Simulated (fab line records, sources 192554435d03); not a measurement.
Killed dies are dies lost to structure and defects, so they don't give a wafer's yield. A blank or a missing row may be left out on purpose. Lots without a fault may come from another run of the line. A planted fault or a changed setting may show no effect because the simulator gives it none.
fab line records | flow n5_finfet
record lots=4 wafers=12 last_day=15
route steps=1938 shown SD_EPI_P@319 SD_ACTIVATION@330 ILD0@335 SDB@347 BEOL_M4@1111 PASSIVATION@1936
lots that met no fault: from a run of the same line without faults
start_h: hours from the record's first day to the start of the lot's first wafer shown | wait_h: hours since the lot's step before | " the same as in the row above | L1.1+2: a row that stands for several wafers | - no value, or no start given | * or withheld: withheld | < > ~ a bound
route shown NAME@n: a module of which the file shows steps, and the number in the route of the first | usual: mean/standard deviation of fault-free wafers | same: alike in all rows | chamber/n: place in a boat | sites: the reading at each site | _std_site: their standard deviation | _edge_site: outer sites' mean less inner sites' | radius_mm: how far each site lies from the wafer's centre | mask NAME#n: copy n | behind: the tool/chamber that last shaped the wafer | hold: why the lot was held/for how many hours/how that ended | device: the transistor (n, p or np) that didn't switch | end of line: the same wafers' tests at the end of the route | a step without rows: its recipe alone | killed: dies lost to structure and defects at the first sort, not the wafer's yield | map: a wafer's dies, x killed, . not, _ none there
set.NAME: the setting as run; set.NAME@STEP: as run at that earlier step | model.NAME: the simulator's own value behind a step, which no gauge read
lots at some steps of the route; a table a step, a row a wafer
services: from which hour (start_h, from the record's first day; less than 0 if before it) a tool's chamber was out of use, for how many hours, and why
## steps
# step N5_SD_EPI_P_PRECLEAN_51
# recipe chemistry=NF3:NH3 afs_cycles=1 temp_c=30 time_s=20 sublimation_temp_c=180 sublimation_time_s=60 pressure_torr=3 rf_power_w=30
# step N5_SD_EPI_P_VAPOR_ETCH_44
# recipe chemistry=NF3/Ar target=SiGe30 temp_c=25 time_s=3.3 mode=isotropic
# step N5_SD_EPI_P_EPI_21
# recipe material=SiGe:B dopant=B temp_c=550 pressure_torr=20 ambient=H2 time_s=355
# step N5_SD_EPI_P_HM_STRIP_48
# recipe chemistry=H3PO4 temp_c=160 material=SiNx target=SiNx target_depth_a=30 overetch_fraction=0.3
# step N5_SD_EPI_P_SRD_49
# recipe dry=ipa_marangoni time_s=30 temp_c=23 rinse_liquid=diw
# step N5_SD_EPI_P_PRECLEAN_24
# recipe chemistry=O3/DIW time_s=45 temp_c=22 o3_ppm=10
# step N5_SD_EPI_P_PRECLEAN_32
# recipe chemistry=dHF time_s=10 dilution=500:1 temp_c=25
# step N5_SD_EPI_P_PRECLEAN_33
# recipe chemistry=SC2 time_s=45 temp_c=35 mix=1:1:50
# step N5_SD_EPI_P_SRD_25
# recipe time_s=30 temp_c=23 rinse_liquid=diw dry=ipa_marangoni
# step N5_SD_ACTIVATION_RTA_00
# recipe temp_c=975 time_s=0 ambient=N2 idle_temp_c=600 ramp_up_c_per_s=150 ramp_down_c_per_s=60 cool_to_c=600
# step N5_SD_ACTIVATION_LSA_01
# recipe temp_c=1080 time_s=0.0008 ambient=N2
# usual wafer_temp_C_max=1085.2/1.3
# columns lot.wafer tool chamber start_h wait_h wafer_temp_C_max
L564.1 laser_anneal-01 0 58.13 0.2 1088.5
L564.5 " 0 " " 1087.0
L564.6 " 0 " " 1086.3
L574.1 laser_anneal-01 0 120.57 0.2 1060.1
L574.2 " 0 " " 1060.6
L574.5 " 0 " " 1059.1
L577.2 laser_anneal-01 0 137.21 0.2 1058.1
L577.4 " 0 " " 1060.2
L577.5 " 0 " " 1059.6
L580.4 laser_anneal-02 0 152.82 0.2 1085.3
L580.5 " 0 " " 1086.9
L580.6 " 0 " " 1084.3
# step N5_SD_ACTIVATION_RS_MEAS_03
# recipe thk_meas_gauge=four-point-probe
# usual RS_SD_N=21.82/0.25 RS_SD_P=55.8/0.97
# columns lot.wafer tool chamber start_h wait_h RS_SD_N[ohm/sq] RS_SD_P[ohm/sq]
L564.1 film_metro-02 - 58.33 0.2 21.49 56.7
L564.5 " - " " 21.98 57.4
L564.6 " - " " 22.24 56.6
L574.1 film_metro-01 - 120.77 0.2 24.45 55.0
L574.2 " - " " 24.42 55.4
L574.5 " - " " 24.51 55.5
L577.2 film_metro-01 - 137.40 0.2 24.59 57.0
L577.4 " - " " 24.68 56.8
L577.5 " - " " 24.63 56.5
L580.4 film_metro-02 - 152.99 0.1 21.88 54.5
L580.5 " - " " 21.96 54.5
L580.6 " - " " 21.89 55.2
# step N5_ILD0_LINER_00
# recipe material=SiNx target_thk_a=40 temp_c=400 ald_precursor_family=SiH2I2 ald_co_reactant=N2/H2-plasma pulse_time_s=1 purge_time_s=2 co_reactant_purge_time_s=2 ald_cycles=80 pressure_torr=2
# step N5_ILD0_FCVD_FILL_01
# recipe material=SiO2_flowable target_thk_a=2000 temp_c=100 pressure_torr=0.8 rf_w=2000 time_s=328.3
# step N5_ILD0_CURE_02
# recipe temp_c=450 time_s=1800 ambient=steam idle_temp_c=400 ramp_up_c_per_min=5 ramp_down_c_per_min=3 densification_p_h2o_torr=640
# step N5_ILD0_CMP_03
# recipe stop_on=SiNx t_overpolish_s=1.9 post_cmp_clean=alkaline_brush down_force_psi=4.1491 platen_rpm=51.796 pad_velocity_m_s=1.0306 target_thk_nm=197.38
# step N5_ILD0_CMP_07
# recipe stop_on=poly-Si material=SiO2_flowable t_overpolish_s=1.18 post_cmp_clean=alkaline_brush down_force_psi=4.1491 platen_rpm=51.796 pad_velocity_m_s=1.0306 target_thk_nm=138.88
# step N5_ILD0_PRECLEAN_10
# recipe chemistry=NF3:NH3 afs_cycles=5 time_s=20 temp_c=30 sublimation_temp_c=180 sublimation_time_s=60 pressure_torr=3 rf_power_w=30
# step N5_ILD0_ALD_15
# recipe material=SiNx target_thk_a=240 temp_c=400 ald_precursor_family=SiH2I2 ald_co_reactant=N2/H2-plasma pulse_time_s=1 ald_cycles=480 purge_time_s=2 co_reactant_purge_time_s=2 pressure_torr=2
# step N5_ILD0_CMP_12
# recipe stop_on=poly-Si material=SiNx t_overpolish_s=6 post_cmp_clean=alkaline_brush down_force_psi=2.5 platen_rpm=51.8 pad_velocity_m_s=1.0307 target_thk_nm=17.67
# step N5_SDB_HM_DEP_00
# recipe material=SiNx target_thk_a=400 temp_c=400 precursor=SiH4/NH3/N2 pressure_torr=1.5 rf_w=300 time_s=35.3
# step N5_SDB_COAT_03
# recipe resist=SOC temp_c=250 time_s=60 spin_rpm=1500 resist_thk_nm=100
# step N5_SDB_COAT_04
# recipe resist=SiARC temp_c=220 time_s=60 spin_rpm=1500 resist_thk_nm=18
# step N5_SDB_COAT_05
# recipe resist=CAR-ArF spin_rpm=1500 resist_thk_nm=90
# step N5_SDB_EBR_07
# recipe solvent=PGMEA ebr_width_mm=1.5
# step N5_SDB_SOFTBAKE_06
# recipe temp_c=110 time_s=60 resist=CAR-ArF
# step N5_SDB_EXPOSE_08
# recipe mask_id=SDB na=1.35 source_shape=conventional sigma_outer=0.5 polarization=unpolarized dose_mj=49.6
# step N5_SDB_PEB_09
# recipe peb_temp_c=withheld peb_time_s=60 resist=CAR-ArF
# step N5_SDB_DEVELOP_10
# recipe develop_time_s=30 developer=TMAH resist=CAR-ArF rinse_liquid=diw dry=air_spin dev_temp_c=23
# step N5_SDB_DESCUM_16
# recipe chemistry=O2 time_s=7.9 source_power_w=50 bias_power_w=20 pressure_mtorr=20 rf_frequency_hz=2.712e+07 temp_c=40 resist=CAR-ArF o2_flow_sccm=225
# step N5_SDB_ETCH_17
# recipe chemistry=CF4 target=SiARC target_depth_a=234 mask_material=CAR-ArF time_s=39 ion_energy_ev=80 pressure_mtorr=40 source_w=545 bias_w=36 Ar_flow_sccm=100 cf4_flow_sccm=100 ends=cleared
# step N5_BEOL_M4_RC_MEAS_101
# usual DIBL_N=35.8/1.5 DIBL_P=35.9/1.8 IOFF_N=0.152/0.025 IOFF_P=0.21/0.031 ION_N=672/11 ION_P=462/7.4 RC_DENSE_N=19.1/0.41 RC_N=15.5/0.32 REXT_N=75.1/1.5 RS_SD_N=28.3/0.36 SS_N=71.5/0.52 SS_P=73.2/0.54 VT_N=250/3 VT_P=-250/3.3
# columns lot.wafer tool chamber start_h wait_h DIBL_N[mV/V] DIBL_P[mV/V] IOFF_N[nA/um] IOFF_P[nA/um] ION_N[uA/um] ION_P[uA/um] RC_DENSE_N[ohm.um] RC_N[ohm.um] REXT_N[ohm.um] RS_SD_N[ohm/sq] SS_N[mV/dec] SS_P[mV/dec] VT_N[mV] VT_P[mV]
L564.1 prober-02 0 171.86 0.0 37.5 37.0 0.167 0.24 668 461 18.9 15.4 74.3 28.0 71.9 72.3 249 -248
L564.5 " 0 " " 35.3 35.3 0.140 0.21 670 465 19.7 16.1 75.8 28.2 71.8 73.0 251 -248
L564.6 " 0 " " 36.5 36.3 0.156 0.22 673 466 19.2 15.7 74.7 28.8 71.8 73.5 250 -249
L574.1 prober-01 0 239.21 0.0 37.1 34.8 0.154 0.20 652 451 21.3 17.4 81.1 31.4 71.3 73.3 251 -253
L574.2 " 0 " " 36.8 34.5 0.137 0.20 671 461 20.9 17.1 80.9 31.3 70.9 74.2 253 -251
L574.5 " 0 " " 36.2 33.4 0.130 0.18 659 457 20.7 17.1 81.0 31.2 71.1 73.0 252 -254
L577.2 prober-02 0 244.38 0.2 37.0 36.9 0.166 0.23 673 466 21.1 17.1 80.6 31.3 71.6 73.2 248 -247
L577.4 " 0 " " 34.5 34.5 0.124 0.19 655 463 22.0 17.9 81.5 31.0 71.6 72.6 255 -253
L577.5 " 0 " " 33.1 31.7 0.106 0.16 652 456 21.1 17.2 79.9 31.5 70.8 72.7 254 -254
L580.4 prober-01 0 264.18 0.5 33.9 34.5 0.137 0.21 658 459 19.0 15.6 77.0 28.1 71.7 72.7 251 -250
L580.5 " 0 " " 36.2 36.7 0.179 0.25 665 467 18.7 15.3 76.5 28.6 72.8 73.0 247 -245
L580.6 " 0 " " 36.5 38.1 0.194 0.27 694 476 18.8 15.3 76.0 28.5 72.0 73.1 247 -247
# step N5_PASSIVATION_PROBE_49
# usual defect_limited_yield=91.7/1.7 killed_at_M0_to_M3=34/10 killed_at_M4_up=13/5.1 killed_at_contacts=12/6.2 killed_at_front_end=36/12 killed_at_other=3.2/2.6 killed_dies=98/20 killed_open=65/13 killed_short=32/8.4 sort_bin_5_function=4.8/1.1 sort_bin_6_memory=3.2/0.74 sort_n_pass=1082/20 sort_yield_pct=91.7/1.7
# same gross_dies=1180 killed_at_back_side=0 sort_bin_4_leakage[%]=0 sort_bin_8_speed[%]=0
# columns lot.wafer tool chamber start_h wait_h defect_limited_yield[%] killed_at_M0_to_M3 killed_at_M4_up killed_at_contacts killed_at_front_end killed_at_other killed_dies killed_open killed_short sort_bin_5_function[%] sort_bin_6_memory[%] sort_n_pass sort_yield_pct[%]
L564.1 prober-01 - 273.65 0.0 93.9 27 14 5 25 1 72 52 19 3.6 2.4 1108 93.9
L564.5 prober-01 - 273.85 0.2 91.4 38 16 12 33 2 101 71 29 5.4 3.1 1079 91.4
L564.6 prober-01 - 273.90 0.3 93.0 40 11 8 21 3 83 58 24 5.0 1.9 1097 93.0
L577.2 prober-01 - 350.94 0.1 91.6 21 12 23 43 0 99 59 29 4.2 3.3 1081 91.6
L577.4 prober-01 - 351.04 0.2 93.7 34 9 1 25 5 74 49 24 3.5 2.8 1106 93.7
L577.5 prober-01 - 351.09 0.2 92.0 35 11 12 35 1 94 55 27 4.5 2.4 1086 92.0
L580.4 prober-02 - 368.55 0.2 90.8 46 13 13 30 6 108 80 28 4.2 4.4 1072 90.8
L580.5 prober-02 - 368.60 0.2 91.3 20 13 19 49 2 103 70 33 5.3 3.1 1077 91.3
L580.6 prober-02 - 368.65 0.3 90.8 40 36 7 22 3 108 69 38 5.2 3.7 1072 90.8
# killed by level:class
L564.1 BEOL_M1:geometric_particle:open=9 FIN_SAQP:geometric_particle:open=6 BEOL_M2:geometric_particle:open=6 BEOL_M0_SAQP:geometric_particle:short=5 BEOL_M4:geometric_particle:open=5 FIN_SAQP:geometric_particle:short=4 MOL_CONTACT_COAG:geometric_particle:open=4 BEOL_M0_SAQP:geometric_particle:open=4
L564.5 MOL_CONTACT_COAG:geometric_particle:open=11 FIN_SAQP:geometric_particle:open=10 BEOL_M2:geometric_particle:open=10 BEOL_M1:geometric_particle:open=8 BEOL_M0_SAQP:geometric_particle:short=7 BEOL_M4:geometric_particle:open=6 STARTING-WAFER:geometric_particle:short=5 STI_FIN_REVEAL:geometric_particle:open=4
L564.6 BEOL_M1:geometric_particle:open=14 MOL_CONTACT_COAG:geometric_particle:open=6 BEOL_M3:geometric_particle:open=6 BEOL_M0_SAQP:geometric_particle:short=5 BEOL_M0_SAQP:geometric_particle:open=5 BEOL_M1:geometric_particle:short=5 BEOL_M7:geometric_particle:open=4 FIN_CUT:geometric_particle:open=4
L577.2 MOL_CONTACT_COAG:geometric_particle:open=20 HKMG_FIN:area_etch=10 STI_FIN_REVEAL:geometric_particle:open=9 BEOL_M0_SAQP:geometric_particle:short=6 FIN_SAQP:geometric_particle:open=5 GATE_CUT:geometric_particle:short=5 BEOL_M2:geometric_particle:open=4 MOL_CONTACT_COAG:geometric_particle:short=3
L577.4 BEOL_M2:geometric_particle:open=10 STI_FIN_REVEAL:geometric_particle:open=8 BEOL_M1:geometric_particle:open=6 BEOL_M0_SAQP:geometric_particle:short=5 BEOL_M0_SAQP:geometric_particle:open=5 BEOL_M1:geometric_particle:short=4 BEOL_M4:geometric_particle:open=4 STARTING-WAFER:geometric_particle:open=4
L577.5 MOL_CONTACT_COAG:geometric_particle:open=12 HKMG_FIN:area_etch=11 BEOL_M0_SAQP:geometric_particle:open=7 BEOL_M3:geometric_particle:open=7 STARTING-WAFER:geometric_particle:short=6 BEOL_M2:geometric_particle:open=5 BEOL_M0:geometric_particle:open=4 BEOL_M0_SAQP:geometric_particle:short=4
L580.4 FIN_SAQP:geometric_particle:open=14 BEOL_M0_SAQP:geometric_particle:open=13 MOL_CONTACT_COAG:geometric_particle:open=12 BEOL_M2:geometric_particle:open=8 BEOL_M3:geometric_particle:open=7 BEOL_M4:geometric_particle:open=7 FIN_SAQP:geometric_particle:short=6 BEOL_M1:geometric_particle:open=5
L580.5 STI_FIN_REVEAL:geometric_particle:open=19 MOL_CONTACT_COAG:geometric_particle:open=15 FIN_SAQP:geometric_particle:short=12 BEOL_M0_SAQP:geometric_particle:open=7 BEOL_M4:geometric_particle:open=7 FIN_SAQP:geometric_particle:open=5 BEOL_M3:geometric_particle:open=5 MOL_CONTACT_COAG:geometric_particle:short=4
L580.6 BEOL_M4:geometric_particle:open=23 BEOL_M0_SAQP:geometric_particle:short=15 BEOL_M0_SAQP:geometric_particle:open=12 STARTING-WAFER:geometric_particle:short=6 MOL_CONTACT_COAG:geometric_particle:open=5 DUMMY_GATE:geometric_particle:open=4 BEOL_M3:geometric_particle:open=4 FIN_SAQP:geometric_particle:short=3
## services
# columns tool chamber start_h hours kind
laser_anneal-01 - 65.29 29.1 repair
laser_anneal-01 - 94.43 2.0 pm
laser_anneal-01 - 124.36 7.7 pm
## key
first_sign step=N5_SD_ACTIVATION_LSA_01 reading=wafer_temp_C_max direction=down sigmas=20 usual=* struck=*
effect step=N5_SD_ACTIVATION_RS_MEAS_03 reading=RS_SD_N direction=up sigmas=11 usual=21.82 struck=24.55
effect step=N5_BEOL_M4_RC_MEAS_101 reading=RS_SD_N direction=up sigmas=8.3 usual=28.3 struck=31.3
effect step=N5_BEOL_M4_RC_MEAS_101 reading=RC_N direction=up sigmas=5.6 usual=15.5 struck=17.3
effect step=N5_BEOL_M4_RC_MEAS_101 reading=RC_DENSE_N direction=up sigmas=5.1 usual=19.1 struck=21.2
effect step=N5_BEOL_M4_RC_MEAS_101 reading=REXT_N direction=up sigmas=3.8 usual=75.1 struck=80.8
met_at N5_SD_ACTIVATION_LSA_01
struck_wafers L574.1,L574.2,L574.5,L577.2,L577.4,L577.5
baseline_loss step=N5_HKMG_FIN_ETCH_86 wafers=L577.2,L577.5
onset_between 58.13 120.57
fault kind=process_parameter_drift tool=laser_anneal-01 chamber=- onset_h=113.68 steps=N5_SD_ACTIVATION_LSA_01 channel=temp_c offset=* shape=step end_h=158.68 stated=*
# baseline_loss: these wafers lose ten dies or more at that step, a loss of the line's own and not of a fault; the sort's usual values leave them out
